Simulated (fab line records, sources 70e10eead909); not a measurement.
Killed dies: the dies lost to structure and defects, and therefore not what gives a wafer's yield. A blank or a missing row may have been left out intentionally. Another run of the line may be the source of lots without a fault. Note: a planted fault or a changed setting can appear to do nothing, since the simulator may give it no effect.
A struck lot beside a sound one + flow nand harc + 14 out of 1159 route steps
Sound: the wafers L721.3, L721.4, L721.5. Wafers struck: L726.1, L726.5, L726.6. The cause is given at the end.
At each step with rows: each side's tool, then ch and its chambers, then its first start. Under that, the readings that differ: sound wafers + struck wafers + difference of the means + sigmas: that difference in standard deviations of wafers without a fault.
alike: words and numbers the same on both sides, and readings whose means are apart by under 2 such deviations; not compared: readings that were withheld, readings missing a value for some wafer, numbers with overlapping values and no deviation given by the record, and bounds like >300 which may hide the same value.
The two part at a step that has a row with sigmas, a row that says differs or no value, or rows on one side only. Non-overlapping numbers with no deviation appear without sigmas and do not part them. Lack of a reading on every wafer of one side parts them only where that side has two or more wafers.

NHARC_P_M2_INSPECT_27:
  sound: defect inspect-01 at day 6 21:54; struck: defect inspect-02 at day 8 03:40
  alike: raw defect count
NHARC_P_M2_PRE_CLEAN_32: time 12 s.
  sound on pecvd-04 ch 0,1,2, day 6 21:58; struck on pecvd-01 ch 0,1,2, day 8 03:45
  alike: heater power w
NHARC_P_M2_DEP_33: deposits SiCN, target thk 30 nm.
  sound on pecvd-04 ch 0,1,2, day 6 22:03; struck on pecvd-01 ch 0,1,2, day 8 03:52
  alike: heater power w
NHARC_P_BONDPAD_DEP_00: deposits SiCN, target thk 250 nm.
  sound on pecvd-04 ch 0,1; struck on pecvd-02 ch 0,1, day 8 04:16
  alike: heater power w
NHARC_P_BONDPAD_CMP_32: polishes SiCN, target thk 200 nm.
  sound on cmp-03 ch 0,1,2, day 6 22:55; struck on cmp-03 ch 0,2,3, day 8 04:43
  alike: motor current A, slurry filter dp kPa
NHARC_P_BONDPAD_THK_MEAS_33: measures by ellipsometry.
  sound: film metro-02 at day 6 23:07; struck: film metro-01 at day 8 04:53
  alike: thk nm
then, 5 steps without rows for these wafers: NHARC_P_BONDPAD_SRD_34; NHARC_P_BONDPAD_DEHYDRATE_01 (time 120 s); NHARC_P_BONDPAD_HMDS_02 (time 30 s); NHARC_P_BONDPAD_COAT_36 (time 65 s); NHARC_P_BONDPAD_COAT_03 (resist thk 600 nm).
NHARC_P_BONDPAD_SOFTBAKE_04: time 70 s.
  sound on litho track-03 ch 0, day 6 23:00; struck on litho track-02 ch 0, day 8 05:00
| reading          | sound                | struck               | difference | sigmas |
|------------------|----------------------|----------------------|------------|--------|
| plate temp C (C) | 125.18 125.00 124.86 | 125.95 125.93 125.95 | +0.93      | +7     |
next, for these wafers, 1 step has no rows: NHARC_P_BONDPAD_EBR_05.
NHARC_END_SORT_01:
  the record has rows for the sound wafers here (prober-02 ch 0, day 19 10:31) and none for the struck ones

WHERE THEY PART
Last at NHARC_END_SORT_01 as far as this record goes, first at NHARC_P_BONDPAD_SOFTBAKE_04.

WHY: what the simulator had put in
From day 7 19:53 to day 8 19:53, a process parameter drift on litho track-02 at NHARC_P_BONDPAD_SOFTBAKE_04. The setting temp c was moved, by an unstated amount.
